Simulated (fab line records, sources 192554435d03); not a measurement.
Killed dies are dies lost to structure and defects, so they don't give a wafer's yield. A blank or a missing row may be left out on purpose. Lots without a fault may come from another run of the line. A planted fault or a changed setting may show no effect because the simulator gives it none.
fab line records | flow n5_finfet
record lots=22 wafers=66 last_day=17
route steps=1938 shown HKMG_FIN@387
lots that met no fault: from a run of the same line without faults
start_h: hours from the record's first day to the start of the lot's first wafer shown | wait_h: hours since the lot's step before | " the same as in the row above | L1.1+2: a row that stands for several wafers | - no value, or no start given | * or withheld: withheld | < > ~ a bound
route shown NAME@n: a module of which the file shows steps, and the number in the route of the first | usual: mean/standard deviation of fault-free wafers | same: alike in all rows | chamber/n: place in a boat | sites: the reading at each site | _std_site: their standard deviation | _edge_site: outer sites' mean less inner sites' | radius_mm: how far each site lies from the wafer's centre | mask NAME#n: copy n | behind: the tool/chamber that last shaped the wafer | hold: why the lot was held/for how many hours/how that ended | device: the transistor (n, p or np) that didn't switch | end of line: the same wafers' tests at the end of the route | a step without rows: its recipe alone | killed: dies lost to structure and defects at the first sort, not the wafer's yield | map: a wafer's dies, x killed, . not, _ none there
set.NAME: the setting as run; set.NAME@STEP: as run at that earlier step | model.NAME: the simulator's own value behind a step, which no gauge read
steps of the route over a sample of lots; a table a step, a row a wafer
services: from which hour (start_h, from the record's first day; less than 0 if before it) a tool's chamber was out of use, for how many hours, and why
## steps
# step N5_HKMG_FIN_HK_ANNEAL_02
# recipe temp_c=700 time_s=30 ambient=N2 idle_temp_c=600 ramp_up_c_per_s=150 ramp_down_c_per_s=60 cool_to_c=600
# usual lamp_power_pct=8.80/0.057 lamp_zone_1_pct=8.796/0.0096 lamp_zone_5_pct=8.799/0.0098 wafer_temp_C_max=703.0/0.61
# same time_s=30
# columns lot.wafer tool chamber start_h wait_h lamp_power_pct lamp_zone_1_pct lamp_zone_5_pct wafer_temp_C_max
L074.2 rtp_anneal-01 0 69.67 0.1 8.87 8.804 8.796 703.7
L074.3 " 0 " " 8.79 8.780 8.806 703.3
L074.5 " 0 " " 8.86 8.798 8.796 703.9
L075.2 rtp_anneal-02 0 74.52 0.1 8.70 8.792 8.802 701.7
L075.3 " 0 " " 8.75 8.822 8.823 703.7
L075.4 " 0 " " 8.74 8.803 8.786 702.8
L077.1 rtp_anneal-02 0 88.53 0.4 8.77 8.790 8.795 703.3
L077.2 " 0 " " 8.77 8.783 8.800 703.4
L077.3 " 0 " " 8.72 8.792 8.792 702.8
L078.2 rtp_anneal-01 0 94.06 0.2 8.89 8.804 8.807 703.3
L078.3 " 0 " " 8.83 8.805 8.785 703.8
L078.6 " 0 " " 8.82 8.791 8.790 703.6
L079.1 rtp_anneal-01 0 99.71 0.2 8.88 8.788 8.790 702.6
L079.4 " 0 " " 8.85 8.800 8.803 702.7
L079.5 " 0 " " 8.84 8.798 8.787 701.8
L080.2 rtp_anneal-02 0 106.25 0.2 8.83 8.800 8.811 702.8
L080.3 " 0 " " 8.75 8.796 8.807 702.7
L080.6 " 0 " " 8.90 8.787 8.795 702.5
L081.1 rtp_anneal-02 0 112.39 0.3 8.74 8.789 8.820 703.1
L081.3 " 0 " " 8.76 8.781 8.795 702.7
L081.6 " 0 " " 8.80 8.814 8.814 702.0
L082.2 rtp_anneal-02 0 116.81 0.2 8.87 8.789 8.813 702.9
L082.3 " 0 " " 8.76 8.804 8.798 702.4
L082.5 " 0 " " 8.76 8.802 8.799 702.7
L083.1 rtp_anneal-02 0 123.29 0.2 8.83 8.795 8.802 702.8
L083.2 " 0 " " 8.67 8.801 8.801 702.3
L083.6 " 0 " " 8.84 8.804 8.796 703.4
L084.2 rtp_anneal-01 0 132.34 0.1 8.77 8.805 8.800 702.9
L084.3 " 0 " " 8.78 8.808 8.796 703.0
L084.6 " 0 " " 8.73 8.799 8.803 703.8
L085.1 rtp_anneal-02 0 136.42 0.1 8.81 8.797 8.801 703.1
L085.2 " 0 " " 8.75 8.801 8.783 703.6
L085.3 " 0 " " 8.78 8.787 8.797 702.7
L086.3 rtp_anneal-01 0 146.35 0.2 8.73 8.797 8.783 702.8
L086.5 " 0 " " 8.79 8.803 8.788 702.3
L086.6 " 0 " " 8.72 8.813 8.806 702.9
L087.3 rtp_anneal-01 0 151.73 0.2 8.74 8.806 8.793 703.0
L087.4 " 0 " " 8.88 8.795 8.777 703.6
L087.5 " 0 " " 8.82 8.795 8.804 703.3
L088.1 rtp_anneal-02 0 153.99 0.1 8.85 8.777 8.790 704.1
L088.4 " 0 " " 8.78 8.811 8.791 703.0
L088.5 " 0 " " 8.76 8.801 8.815 703.3
L089.1 rtp_anneal-01 0 160.61 0.1 8.76 8.785 8.797 703.6
L089.2 " 0 " " 8.74 8.791 8.783 704.0
L089.6 " 0 " " 8.76 8.801 8.799 703.0
L090.3 rtp_anneal-01 0 164.98 0.2 8.70 8.802 8.806 703.6
L090.4 " 0 " " 8.83 8.804 8.805 702.8
L090.5 " 0 " " 8.79 8.797 8.780 702.6
L091.2 rtp_anneal-02 0 171.74 0.3 8.74 8.781 8.798 703.5
L091.3 " 0 " " 8.82 8.798 8.798 703.1
L091.6 " 0 " " 8.80 8.792 8.791 702.5
L093.1 rtp_anneal-02 0 185.26 0.1 8.82 8.803 8.794 703.8
L093.2 " 0 " " 8.81 8.792 8.813 702.6
L093.5 " 0 " " 8.80 8.794 8.807 702.6
L094.1 rtp_anneal-02 0 188.49 0.1 8.73 8.794 8.779 702.6
L094.2 " 0 " " 8.80 8.801 8.812 703.4
L094.4 " 0 " " 8.79 8.802 8.806 703.8
L095.1 rtp_anneal-01 0 196.02 0.1 8.84 8.815 8.802 702.7
L095.3 " 0 " " 8.89 8.802 8.783 702.6
L095.6 " 0 " " 8.86 8.797 8.785 702.9
L096.2 rtp_anneal-02 0 202.72 0.1 8.83 8.784 8.798 702.7
L096.5 " 0 " " 8.72 8.797 8.799 703.2
L096.6 " 0 " " 8.73 8.805 8.801 703.2
L097.1 rtp_anneal-02 0 208.53 0.1 8.81 8.808 8.788 703.3
L097.4 " 0 " " 8.81 8.798 8.798 703.8
L097.6 " 0 " " 8.84 8.800 8.807 704.1
# step N5_HKMG_FIN_INSPECT_61
# recipe mode=adi inspect_instrument=macro
# usual raw_defect_count=2.1/1.5
# columns lot.wafer tool chamber start_h wait_h raw_defect_count
L074.2 defect_inspect-02 - 70.47 0.0 1
L074.3 " - " " 3
L074.5 " - " " 6
L075.2 defect_inspect-01 - 75.18 0.0 2
L075.3 " - " " 0
L075.4 " - " " 1
L077.1 defect_inspect-01 - 89.34 0.0 2
L077.2 " - " " 5
L077.3 " - " " 2
L078.2 defect_inspect-01 - 94.85 0.0 2
L078.3 " - " " 2
L078.6 " - " " 6
L079.1 defect_inspect-02 - 100.40 0.0 1
L079.4 " - " " 0
L079.5 " - " " 2
L080.2 defect_inspect-01 - 107.04 0.0 0
L080.3 " - " " 3
L080.6 " - " " 4
L081.1 defect_inspect-02 - 113.20 0.0 0
L081.3 " - " " 2
L081.6 " - " " 1
L082.2 defect_inspect-02 - 117.48 0.0 2
L082.3 " - " " 2
L082.5 " - " " 5
L083.1 defect_inspect-02 - 123.99 0.0 0
L083.2 " - " " 0
L083.6 " - " " 2
L084.2 defect_inspect-01 - 133.01 0.0 2
L084.3 " - " " 3
L084.6 " - " " 3
L085.1 defect_inspect-01 - 137.11 0.0 1
L085.2 " - " " 0
L085.3 " - " " 2
L086.3 defect_inspect-01 - 147.00 0.0 0
L086.5 " - " " 1
L086.6 " - " " 0
L087.3 defect_inspect-01 - 152.36 0.0 4
L087.4 " - " " 2
L087.5 " - " " 0
L088.1 defect_inspect-01 - 154.80 0.0 2
L088.4 " - " " 1
L088.5 " - " " 3
L089.1 defect_inspect-01 - 161.32 0.0 1
L089.2 " - " " 3
L089.6 " - " " 3
L090.3 defect_inspect-01 - 165.74 0.0 1
L090.4 " - " " 2
L090.5 " - " " 1
L091.2 defect_inspect-01 - 172.52 0.0 3
L091.3 " - " " 1
L091.6 " - " " 2
L093.1 defect_inspect-01 - 185.95 0.0 0
L093.2 " - " " 6
L093.5 " - " " 0
L094.1 defect_inspect-01 - 189.18 0.0 2
L094.2 " - " " 2
L094.4 " - " " 1
L095.1 defect_inspect-02 - 196.70 0.0 1
L095.3 " - " " 2
L095.6 " - " " 2
L096.2 defect_inspect-02 - 203.38 0.0 3
L096.5 " - " " 4
L096.6 " - " " 4
L097.1 defect_inspect-02 - 209.23 0.0 3
L097.4 " - " " 3
L097.6 " - " " 2
# step N5_HKMG_FIN_ETCH_54
# recipe chemistry=CF4 target=SiARC target_depth_a=455 mask_material=CAR-ArF time_s=75.8 ion_energy_ev=80 pressure_mtorr=40 source_w=545 bias_w=36 Ar_flow_sccm=100 cf4_flow_sccm=100 ends=cleared
# usual bias_w=36.02/0.1 cf4_flow_sccm=100.01/0.3 drypump_motor_current_A=5.64/0.27 etch_rf_on_time_s=75.7/1.7 oes_product_au=0.64/0.042 rf_vpp_V=184.1/1.3 showerhead_plenum_p_Torr=2.15/0.062 throttle_valve_pct=15.71/0.2
# columns lot.wafer tool chamber start_h wait_h bias_w cf4_flow_sccm drypump_motor_current_A etch_rf_on_time_s oes_product_au rf_hours_counter_h rf_vpp_V showerhead_plenum_p_Torr throttle_valve_pct
L074.2 rie_diel-03 3 70.54 0.0 36.04 100.30 5.92 76.9 0.78 14 186.7 2.27 15.42
L074.3 " 0 " " 35.93 100.21 5.55 74.8 0.69 112 182.1 2.07 15.57
L074.5 " 2 " " 36.09 100.28 6.14 75.3 0.63 - 183.1 2.14 15.53
L075.2 rie_diel-06 3 75.25 0.0 36.07 99.82 5.19 76.7 0.65 139 184.1 2.06 15.35
L075.3 " 2 " " 36.05 100.27 6.26 73.7 0.63 217 182.5 2.05 15.91
L075.4 " 0 " " 35.94 100.31 5.82 74.9 0.66 138 184.9 2.23 15.65
L077.1 rie_diel-02 3 89.41 0.0 36.15 99.53 5.56 75.0 0.64 175 183.2 2.13 16.08
L077.2 " 1 " " 36.15 100.47 5.86 75.1 0.64 181 186.0 2.22 15.84
L077.3 " 2 " " 36.03 99.89 5.34 73.8 0.64 190 183.6 2.13 15.58
L078.2 rie_diel-02 1 94.92 0.0 36.13 100.21 5.86 74.9 0.64 183 185.1 2.22 15.83
L078.3 " 3 " " 36.07 99.64 5.57 74.4 0.65 177 182.3 2.13 16.05
L078.6 " 2 " " 36.07 100.25 5.39 73.7 0.64 - 181.7 2.13 15.59
L079.1 rie_diel-02 0 100.47 0.0 35.95 100.03 5.55 79.0 0.60 189 186.8 2.14 15.64
L079.4 " 2 " " 36.05 100.30 5.40 73.7 0.64 194 184.4 2.13 15.60
L079.5 " 2 " " 36.12 99.94 5.43 73.6 0.64 - 183.5 2.13 15.59
L080.2 rie_diel-02 0 107.35 0.0 36.20 99.68 5.62 78.8 0.60 191 185.6 2.14 15.63
L080.3 " 2 " " 36.32 100.19 5.36 74.7 0.64 197 181.7 2.13 15.61
L080.6 " 2 " " 36.19 100.13 5.33 74.2 0.63 - 183.5 2.13 15.60
L081.1 rie_diel-06 2 113.27 0.0 36.14 100.10 6.26 74.4 0.61 230 183.3 2.04 15.93
L081.3 " 0 " " 35.98 100.15 5.80 76.3 0.64 151 184.1 2.22 15.67
L081.6 " 1 " " 35.94 99.97 5.42 77.9 0.64 - 185.2 2.13 15.87
L082.2 rie_diel-02 2 117.60 0.0 36.00 99.67 5.38 73.6 0.63 201 183.6 2.13 15.60
L082.3 " 3 " " 36.01 100.12 5.56 75.0 0.64 185 183.9 2.13 16.06
L082.5 " 3 " " 36.08 100.17 5.56 74.4 0.65 - 182.7 2.13 16.06
L083.1 rie_diel-03 2 124.06 0.0 35.97 100.53 6.11 76.9 0.61 203 182.7 2.13 15.56
L083.2 " 0 " " 36.12 100.02 5.53 74.7 0.67 130 183.7 2.06 15.61
L083.6 " 0 " " 36.08 99.90 5.55 75.1 0.67 - 183.5 2.06 15.62
L084.2 rie_diel-06 1 133.11 0.0 36.21 99.73 5.44 76.0 0.63 185 184.2 2.13 15.89
L084.3 " 0 " " 36.00 100.01 5.81 75.1 0.64 159 185.6 2.22 15.69
L084.6 " 1 " " 36.02 99.83 5.45 75.7 0.63 - 183.9 2.13 15.91
L085.1 rie_diel-03 3 137.23 0.0 35.87 100.15 5.91 76.9 0.75 37 186.2 2.26 15.42
L085.2 " 1 " " 36.10 99.85 5.28 73.6 0.62 174 185.9 2.22 15.62
L085.3 " 0 " " 35.93 100.06 5.55 74.9 0.67 134 182.6 2.06 15.63
L086.3 rie_diel-03 1 147.06 0.0 36.02 100.05 5.29 73.0 0.62 177 186.0 2.21 15.63
L086.5 " 3 " " 36.17 99.78 5.92 76.9 0.75 - 185.0 2.26 15.45
L086.6 " 2 " " 36.01 100.54 6.08 76.7 0.61 - 182.4 2.13 15.55
L087.3 rie_diel-02 0 152.43 0.0 36.12 99.63 5.51 79.0 0.59 209 183.5 2.13 15.68
L087.4 " 2 " " 36.22 100.38 5.42 74.7 0.62 214 183.3 2.12 15.63
L087.5 " 3 " " 36.02 100.25 5.55 74.7 0.64 - 183.4 2.12 16.08
L088.1 rie_diel-02 0 154.87 0.0 36.04 100.02 5.61 79.0 0.59 210 183.9 2.13 15.66
L088.4 " 3 " " 36.00 99.82 5.56 73.9 0.64 200 183.5 2.12 16.10
L088.5 " 1 " " 35.98 99.45 5.88 74.8 0.63 - 185.6 2.21 15.89
L089.1 rie_diel-02 2 161.42 0.0 36.09 99.70 5.39 73.7 0.62 218 182.6 2.12 15.65
L089.2 " 3 " " 36.00 100.22 5.57 74.5 0.63 204 184.0 2.12 16.11
L089.6 " 3 " " 35.94 100.06 5.56 75.3 0.62 - 182.8 2.12 16.10
L090.3 rie_diel-02 0 165.80 0.0 35.75 99.99 5.56 79.1 0.58 212 181.5 2.13 15.67
L090.4 " 3 " " 35.88 99.87 5.56 74.6 0.63 206 184.0 2.12 16.10
L090.5 " 1 " " 36.06 99.61 5.86 76.0 0.62 - 185.9 2.21 15.90
L091.2 rie_diel-02 1 172.70 0.0 35.87 100.03 5.89 77.1 0.61 211 185.8 2.21 15.89
L091.3 " 0 " " 35.94 99.68 5.59 79.8 0.58 214 184.1 2.13 15.68
L091.6 " 3 " " 36.14 99.35 5.55 75.9 0.62 - 184.6 2.12 16.11
L093.1 rie_diel-06 0 186.02 0.0 36.05 99.63 5.80 75.1 0.63 181 185.7 2.21 15.73
L093.2 " 3 " " 36.04 100.45 5.22 77.0 0.63 171 183.0 2.05 15.40
L093.5 " 0 " " 35.92 100.23 5.79 75.4 0.63 - 185.1 2.21 15.73
L094.1 rie_diel-03 2 189.36 0.0 35.97 100.02 6.12 77.4 0.60 224 183.6 2.13 15.60
L094.2 " 1 " " 36.06 100.34 5.27 73.8 0.61 191 183.8 2.21 15.65
L094.4 " 0 " " 35.95 100.23 5.54 75.0 0.66 151 182.7 2.06 15.66
L095.1 rie_diel-03 3 196.79 0.0 35.94 99.99 5.91 76.6 0.72 58 186.7 2.26 15.46
L095.3 " 0 " " 36.07 100.21 5.56 74.7 0.66 155 182.3 2.06 15.66
L095.6 " 1 " " 35.76 99.82 5.32 73.4 0.60 - 186.0 2.21 15.66
L096.2 rie_diel-02 1 203.45 0.0 36.08 100.18 5.88 75.5 0.61 221 185.3 2.21 15.90
L096.5 " 2 " " 36.03 99.64 5.38 74.7 0.61 - 184.3 2.12 15.67
L096.6 " 1 " " 35.96 99.86 5.87 75.9 0.61 - 185.3 2.21 15.92
L097.1 rie_diel-03 3 209.40 0.0 35.99 99.95 5.91 77.5 0.71 61 187.0 2.25 15.50
L097.4 " 2 " " 36.15 99.77 6.12 76.5 0.60 232 183.5 2.13 15.60
L097.6 " 0 " " 36.10 100.35 5.55 75.7 0.65 - 182.5 2.05 15.66
# step N5_HKMG_FIN_STRIP_57
# recipe chemistry=CF4 resist=SiARC power_w=300 bias_power_w=75 pressure_mtorr=50 cf4_flow_sccm=150 rf_frequency_hz=6e+07
# usual cf4_flow_sccm=150.1/0.46 drypump_motor_current_A=5.65/0.27 oes_product_au=0.74/0.048 rf_vpp_V=271.3/1.4 showerhead_plenum_p_Torr=1.81/0.054 throttle_valve_pct=13.72/0.19
# columns lot.wafer tool chamber start_h wait_h cf4_flow_sccm drypump_motor_current_A oes_product_au rf_hours_counter_h rf_vpp_V showerhead_plenum_p_Torr throttle_valve_pct
L074.2 rie_diel-03 3 70.79 0.0 150.0 5.92 0.92 15 273.8 1.91 13.39
L074.3 " 0 " " 150.7 5.52 0.79 112 269.9 1.74 13.54
L074.5 " 2 " " 149.6 6.10 0.73 - 270.3 1.80 13.54
L075.2 rie_diel-06 3 75.50 0.0 149.7 5.21 0.76 139 270.4 1.73 13.38
L075.3 " 2 " " 150.6 6.26 0.71 218 271.8 1.71 13.88
L075.4 " 0 " " 149.6 5.82 0.76 138 272.8 1.86 13.59
L077.1 rie_diel-02 3 89.66 0.0 149.9 5.56 0.74 175 270.9 1.79 14.03
L077.2 " 1 " " 150.7 5.87 0.73 181 272.2 1.87 13.86
L077.3 " 2 " " 149.6 5.36 0.73 190 269.7 1.79 13.60
L078.2 rie_diel-02 1 95.17 0.0 150.2 5.87 0.74 183 272.4 1.87 13.88
L078.3 " 3 " " 150.6 5.56 0.74 177 270.1 1.79 14.03
L078.6 " 2 " " 149.5 5.41 0.72 - 270.6 1.79 13.62
L079.1 rie_diel-02 0 100.71 0.0 149.7 5.61 0.72 189 272.1 1.80 13.67
L079.4 " 2 " " 150.6 5.40 0.73 194 271.6 1.79 13.62
L079.5 " 2 " " 150.5 5.43 0.73 - 270.6 1.79 13.62
L080.2 rie_diel-02 0 107.59 0.0 149.0 5.62 0.72 191 269.5 1.80 13.67
L080.3 " 2 " " 149.9 5.36 0.72 197 271.8 1.79 13.61
L080.6 " 2 " " 150.9 5.39 0.72 - 269.3 1.79 13.62
L081.1 rie_diel-06 2 113.52 0.0 150.2 6.27 0.70 230 266.6 1.71 13.92
L081.3 " 0 " " 149.7 5.79 0.75 151 272.6 1.86 13.65
L081.6 " 1 " " 149.3 5.41 0.74 - 269.9 1.78 13.84
L082.2 rie_diel-02 2 117.85 0.0 150.1 5.36 0.72 201 271.1 1.79 13.63
L082.3 " 3 " " 149.9 5.57 0.74 186 270.4 1.78 14.06
L082.5 " 3 " " 149.9 5.57 0.74 - 270.6 1.78 14.03
L083.1 rie_diel-03 2 124.31 0.0 150.3 6.08 0.72 203 270.0 1.79 13.57
L083.2 " 0 " " 149.7 5.55 0.77 130 270.0 1.73 13.60
L083.6 " 0 " " 149.9 5.56 0.77 - 271.1 1.73 13.59
L084.2 rie_diel-06 1 133.36 0.0 151.2 5.42 0.74 186 270.3 1.78 13.87
L084.3 " 0 " " 150.2 5.81 0.74 159 272.5 1.86 13.65
L084.6 " 1 " " 149.9 5.44 0.74 - 271.7 1.78 13.86
L085.1 rie_diel-03 3 137.48 0.0 150.0 5.89 0.87 38 273.8 1.91 13.44
L085.2 " 1 " " 149.9 5.28 0.71 174 273.2 1.86 13.64
L085.3 " 0 " " 150.5 5.55 0.77 134 270.1 1.73 13.62
L086.3 rie_diel-03 1 147.31 0.0 150.3 5.30 0.71 177 272.6 1.86 13.66
L086.5 " 3 " " 149.8 5.90 0.87 - 273.2 1.91 13.43
L086.6 " 2 " " 149.5 6.09 0.71 - 270.9 1.79 13.61
L087.3 rie_diel-02 0 152.67 0.0 149.5 5.63 0.71 209 269.4 1.80 13.71
L087.4 " 2 " " 150.0 5.40 0.71 214 269.9 1.78 13.67
L087.5 " 3 " " 150.5 5.57 0.72 - 271.4 1.78 14.09
L088.1 rie_diel-02 0 155.11 0.0 150.7 5.56 0.70 210 271.1 1.80 13.70
L088.4 " 3 " " 150.4 5.56 0.73 201 271.4 1.78 14.09
L088.5 " 1 " " 150.0 5.86 0.72 - 271.8 1.87 13.90
L089.1 rie_diel-02 2 161.66 0.0 149.8 5.42 0.72 218 271.8 1.78 13.67
L089.2 " 3 " " 150.0 5.57 0.73 204 270.4 1.78 14.08
L089.6 " 3 " " 149.8 5.57 0.73 - 269.2 1.78 14.10
L090.3 rie_diel-02 0 166.05 0.0 150.1 5.55 0.70 213 270.7 1.80 13.71
L090.4 " 3 " " 150.8 5.57 0.72 206 270.9 1.78 14.09
L090.5 " 1 " " 150.1 5.87 0.72 - 272.0 1.86 13.93
L091.2 rie_diel-02 1 172.95 0.0 149.7 5.84 0.72 211 271.7 1.86 13.92
L091.3 " 0 " " 150.7 5.58 0.70 214 272.0 1.80 13.73
L091.6 " 3 " " 150.5 5.56 0.72 - 269.9 1.78 14.10
L093.1 rie_diel-06 0 186.27 0.0 150.1 5.80 0.73 181 273.0 1.85 13.70
L093.2 " 3 " " 150.5 5.24 0.73 171 268.8 1.72 13.44
L093.5 " 0 " " 150.0 5.79 0.72 - 271.1 1.85 13.71
L094.1 rie_diel-03 2 189.60 0.0 149.8 6.09 0.70 224 271.1 1.79 13.63
L094.2 " 1 " " 150.6 5.30 0.70 191 271.6 1.86 13.68
L094.4 " 0 " " 149.5 5.55 0.76 152 269.2 1.73 13.65
L095.1 rie_diel-03 3 197.04 0.0 150.5 5.89 0.84 58 273.0 1.90 13.48
L095.3 " 0 " " 150.2 5.53 0.76 155 268.9 1.73 13.62
L095.6 " 1 " " 150.3 5.29 0.69 - 272.9 1.86 13.69
L096.2 rie_diel-02 1 203.69 0.0 149.5 5.84 0.71 222 271.2 1.86 13.95
L096.5 " 2 " " 149.7 5.39 0.70 - 270.2 1.78 13.71
L096.6 " 1 " " 150.4 5.84 0.71 - 273.0 1.86 13.95
L097.1 rie_diel-03 3 209.65 0.0 150.3 5.90 0.84 61 272.8 1.90 13.48
L097.4 " 2 " " 150.5 6.06 0.70 232 270.0 1.79 13.64
L097.6 " 0 " " 149.2 5.56 0.75 - 270.3 1.72 13.66
# step N5_HKMG_FIN_ALD_79
# recipe material=TiN target_thk_a=15 temp_c=400 ald_precursor_family=TiCl4 ald_co_reactant=NH3 pulse_time_s=1 purge_time_s=3 co_reactant_purge_time_s=2 co_reactant_pulse_time_s=2 ald_cycles=68 pressure_torr=3
# usual heater_power_outer_w=520/61 heater_power_w=862/90 precursor_pulse_height_rel=1.003/0.022
# same ald_cycles=68 purge_time_s=3
# columns lot.wafer tool chamber start_h wait_h heater_power_outer_w heater_power_w precursor_pulse_height_rel
L074.2 ald_metal-03 1 71.88 0.0 477 843 1.004
L074.3 " 2 " " 426 644 1.015
L074.5 " 1 " " 481 865 0.955
L075.2 ald_metal-01 3 76.60 0.0 436 782 1.006
L075.3 " 0 " " 637 941 0.963
L075.4 " 2 " " 527 900 1.012
L077.1 ald_metal-01 0 90.74 0.0 661 946 1.043
L077.2 " 1 " " 544 871 0.988
L077.3 " 3 " " 465 791 0.980
L078.2 ald_metal-04 2 96.25 0.0 468 832 1.012
L078.3 " 3 " " 522 825 0.979
L078.6 " 0 " " 584 1027 0.971
L079.1 ald_metal-03 3 101.80 0.0 551 952 0.995
L079.4 " 2 " " 414 664 1.020
L079.5 " 2 " " 426 663 0.980
L080.2 ald_metal-04 2 108.69 0.0 475 838 0.997
L080.3 " 3 " " 521 817 0.998
L080.6 " 2 " " 465 829 0.961
L081.1 ald_metal-04 2 114.60 0.0 462 816 0.994
L081.3 " 1 " " 565 891 0.994
L081.6 " 1 " " 569 895 1.011
L082.2 ald_metal-01 1 118.93 0.0 539 877 0.984
L082.3 " 0 " " 668 963 0.956
L082.5 " 1 " " 548 861 1.003
L083.1 ald_metal-04 1 125.39 0.0 562 886 0.961
L083.2 " 3 " " 507 834 1.023
L083.6 " 2 " " 463 804 1.030
L084.2 ald_metal-01 0 134.45 0.0 648 933 1.003
L084.3 " 3 " " 464 807 1.013
L084.6 " 1 " " 540 881 0.953
L085.1 ald_metal-04 3 138.57 0.0 517 802 1.023
L085.2 " 0 " " 591 981 0.976
L085.3 " 2 " " 475 821 1.006
L086.3 ald_metal-01 3 148.39 0.0 456 806 1.005
L086.5 " 0 " " 655 937 0.989
L086.6 " 3 " " 458 784 1.018
L087.3 ald_metal-04 1 153.76 0.0 576 891 0.983
L087.4 " 2 " " 469 809 1.018
L087.5 " 0 " " 584 987 0.972
L088.1 ald_metal-03 2 156.20 0.0 429 660 1.032
L088.4 " 3 " " 544 939 1.003
L088.5 " 1 " " 481 863 1.002
L089.1 ald_metal-03 2 162.75 0.0 424 653 1.022
L089.2 " 3 " " 544 953 1.032
L089.6 " 1 " " 479 849 1.015
L090.3 ald_metal-01 1 167.13 0.0 544 886 1.014
L090.4 " 2 " " 526 883 1.010
L090.5 " 3 " " 457 804 0.973
L091.2 ald_metal-01 1 174.03 0.0 552 897 1.003
L091.3 " 3 " " 461 792 1.021
L091.6 " 1 " " 547 894 0.989
L093.1 ald_metal-03 1 187.35 0.0 463 857 1.035
L093.2 " 0 " " 487 883 0.971
L093.5 " 2 " " 429 654 1.001
L094.1 ald_metal-04 3 190.83 0.0 528 800 0.995
L094.2 " 2 " " 480 809 1.021
L094.4 " 1 " " 559 901 1.023
L095.1 ald_metal-03 3 198.13 0.0 551 922 1.005
L095.3 " 1 " " 473 868 1.024
L095.6 " 3 " " 556 955 1.024
L096.2 ald_metal-01 1 204.78 0.0 528 876 0.945
L096.5 " 3 " " 471 784 0.985
L096.6 " 2 " " 532 878 1.007
L097.1 ald_metal-03 1 210.73 0.0 464 859 1.019
L097.4 " 3 " " 561 953 1.019
L097.6 " 2 " " 428 658 0.981
# step N5_HKMG_FIN_ALD_72
# recipe material=W target_thk_a=20 temp_c=300 pressure_torr=7.5 ald_precursor_family=WF6 ald_co_reactant=B2H6 pulse_time_s=1 purge_time_s=2 co_reactant_purge_time_s=2 co_reactant_pulse_time_s=3 ald_cycles=7
# usual heater_power_outer_w=278/37 heater_power_w=479/57 precursor_pulse_height_rel=1.000/0.018
# same ald_cycles=7 purge_time_s=2
# columns lot.wafer tool chamber start_h wait_h heater_power_outer_w heater_power_w precursor_pulse_height_rel
L074.2 cvd_w-02 0 77.83 0.2 269 497 0.976
L074.3 " 1 " " 281 464 1.030
L074.5 " 0 " " 272 497 1.012
L075.2 cvd_w-02 1 82.13 0.2 276 465 1.009
L075.3 " 0 " " 269 496 1.011
L075.4 " 1 " " 274 468 1.001
L077.1 cvd_w-02 1 96.26 0.2 268 468 1.000
L077.2 " 0 " " 270 509 0.982
L077.3 " 0 " " 273 496 1.001
L078.2 cvd_w-01 1 101.82 0.2 355 569 0.999
L078.3 " 1 " " 352 548 0.988
L078.6 " 0 " " 222 378 0.994
L079.1 cvd_w-01 1 107.17 0.2 353 561 1.001
L079.4 " 0 " " 222 375 1.001
L079.5 " 0 " " 229 373 0.991
L080.2 cvd_w-02 1 114.59 0.2 279 457 0.963
L080.3 " 0 " " 271 497 0.996
L080.6 " 1 " " 276 468 1.012
L081.1 cvd_w-01 1 120.54 0.2 349 573 1.011
L081.3 " 0 " " 222 383 0.981
L081.6 " 0 " " 226 370 1.046
L082.2 cvd_w-02 0 124.71 0.2 265 498 1.009
L082.3 " 0 " " 266 491 1.016
L082.5 " 1 " " 275 455 1.007
L083.1 cvd_w-02 0 130.89 0.2 275 508 0.963
L083.2 " 1 " " 274 470 1.029
L083.6 " 0 " " 263 500 0.989
L084.2 cvd_w-02 1 140.42 0.2 278 466 0.963
L084.3 " 1 " " 272 469 0.992
L084.6 " 1 " " 273 470 1.006
L085.1 cvd_w-02 1 144.16 0.2 273 472 1.021
L085.2 " 0 " " 268 491 1.031
L085.3 " 0 " " 270 509 1.006
L086.3 cvd_w-01 1 154.40 0.2 343 568 0.979
L086.5 " 1 " " 346 561 1.008
L086.6 " 0 " " 220 379 0.980
L087.3 cvd_w-02 1 159.23 0.2 280 477 0.984
L087.4 " 0 " " 270 504 0.994
L087.5 " 0 " " 266 503 0.977
L088.1 cvd_w-01 1 162.09 0.2 347 550 1.020
L088.4 " 0 " " 226 380 1.009
L088.5 " 0 " " 227 360 0.988
L089.1 cvd_w-02 1 168.54 0.2 280 464 1.004
L089.2 " 0 " " 273 510 0.983
L089.6 " 0 " " 273 510 0.983
L090.3 cvd_w-02 0 172.75 0.2 271 506 1.021
L090.4 " 1 " " 273 459 1.013
L090.5 " 0 " " 263 488 1.004
L091.2 cvd_w-01 1 179.53 0.2 348 548 1.008
L091.3 " 0 " " 222 383 0.992
L091.6 " 0 " " 220 366 0.981
L093.1 cvd_w-02 1 192.89 0.2 278 467 1.022
L093.2 " 0 " " 276 512 1.021
L093.5 " 1 " " 280 475 1.015
L094.1 cvd_w-02 1 196.54 0.2 284 474 1.005
L094.2 " 0 " " 264 513 1.014
L094.4 " 1 " " 279 461 0.981
L095.1 cvd_w-02 1 203.92 0.2 287 455 1.019
L095.3 " 1 " " 282 470 0.984
L095.6 " 0 " " 270 505 1.015
L096.2 cvd_w-02 1 210.34 0.2 290 472 0.987
L096.5 " 0 " " 274 497 1.012
L096.6 " 1 " " 277 456 0.985
L097.1 cvd_w-01 0 216.56 0.2 225 372 1.002
L097.4 " 0 " " 223 383 0.959
L097.6 " 0 " " 224 374 0.963
## services
# columns tool chamber start_h hours kind
ald_metal-01 - 47.83 1.8 repair
cvd_w-02 - 48.29 0.7 repair
rie_diel-02 - 58.78 1.6 repair
cvd_w-02 - 62.04 1.3 repair
rie_diel-02 2 69.19 10.5 repair
ald_metal-04 0 71.63 3.2 repair
cvd_w-01 - 109.85 6.0 pm
rie_diel-06 3 119.33 22.6 repair
ald_metal-01 - 129.77 2.8 pm
rie_diel-02 1 146.47 3.9 repair
ald_metal-04 1 148.48 2.5 repair
ald_metal-01 0 152.00 28.8 repair
cvd_w-01 - 162.72 14.6 pm
rie_diel-06 2 165.55 - clean
rie_diel-06 2 165.55 - consumable_replace:focus_ring
rie_diel-06 2 165.55 - consumable_replace:showerhead
rie_diel-06 2 165.55 25.6 scheduled_down
rie_diel-06 2 165.55 25.6 vent_cycle
rie_diel-02 3 185.18 6.4 repair
ald_metal-01 - 190.92 8.7 pm
ald_metal-01 - 202.60 1.7 repair
ald_metal-01 2 210.73 4.0 repair
## key
fault none
